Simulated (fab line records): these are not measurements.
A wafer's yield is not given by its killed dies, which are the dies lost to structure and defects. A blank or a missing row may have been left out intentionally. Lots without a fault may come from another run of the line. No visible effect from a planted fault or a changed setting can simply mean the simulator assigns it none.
Which tool did it?    flow nand_harc    20 wafers from 7 lots sampled at 3 of the route's 1159 steps

WHAT THE GAUGES SHOWED, per wafer
NHARC_A_ONON_D1_THK_MEAS_02: measures by ellipsometry.
lot   measured      on             thk_nm (nm)
L980  day 7 19:56   film_metro-01  1001 1001 1002
L981  day 8 06:24   film_metro-02  993 991 993
L986  day 9 06:01   film_metro-01  735 1007 734
L987  day 9 11:53   film_metro-01  996 725
L994  day 11 08:50  film_metro-01  1011 1010 1009
L100  day 12 12:17  film_metro-02  1000 999 998
L101  day 13 02:26  film_metro-01  1008 1007 1008

WHICH TOOL RAN EACH LOT (tool, then ch and the chambers of the sampled wafers, then the start)
lot   NHARC_P_BONDPAD_ANNEAL_28         NHARC_A_ONON_D1_DEP_00
L980  rtp_anneal-01 ch 0, day 6 19:14   pecvd_onon-04 ch 0, day 7 19:26
L981  rtp_anneal-01 ch 0, day 7 05:44   pecvd_onon-02 ch 0, day 8 05:57
L986  rtp_anneal-01 ch 0, day 8 04:13   pecvd_onon-03 ch 0, day 9 05:30
L987  rtp_anneal-01 ch 0, day 8 11:23   pecvd_onon-03 ch 0, day 9 11:32
L994  rtp_anneal-01 ch 0, day 10 07:59  pecvd_onon-02 ch 0, day 11 08:23
L100  rtp_anneal-01 ch 0, day 11 10:55  pecvd_onon-02 ch 0, day 12 11:49
L101  rtp_anneal-02 ch 0, day 12 01:37  pecvd_onon-03 ch 0, day 13 01:56
- NHARC_P_BONDPAD_ANNEAL_28: time 90 s.
- NHARC_A_ONON_D1_DEP_00: target thk 1000 nm.

THE ANSWER, worked out from the rows above alone
Rule: what is usual is taken from the lots themselves. The widest of any qualifying gaps counts: lots, ordered by their means at a reading, are off when they make up no more than a third of the lots, leave a main group of 4 or more, and stand apart from it by 3 or more times the standard deviation of that group's means. A main group whose means are all the same, to the digits that the tables above print for the reading, isn't used. Also off: a lot with no number at a reading for which 4 or more lots have one. The other lots that the step has rows for count as sound.
Off at NHARC_A_ONON_D1_THK_MEAS_02 (thk_nm): L986, L987. For the main group the mean is 1002 nm and the standard deviation 6.3.
A tool fits if, at a process step before that reading, it ran every lot that is off, and no sound lot after the first of them. Gauges at NHARC_A_ONON_D1_THK_MEAS_02: tried the same way as those tools. Of those tried, none fits.

WHAT THE SIMULATOR HAD PUT IN
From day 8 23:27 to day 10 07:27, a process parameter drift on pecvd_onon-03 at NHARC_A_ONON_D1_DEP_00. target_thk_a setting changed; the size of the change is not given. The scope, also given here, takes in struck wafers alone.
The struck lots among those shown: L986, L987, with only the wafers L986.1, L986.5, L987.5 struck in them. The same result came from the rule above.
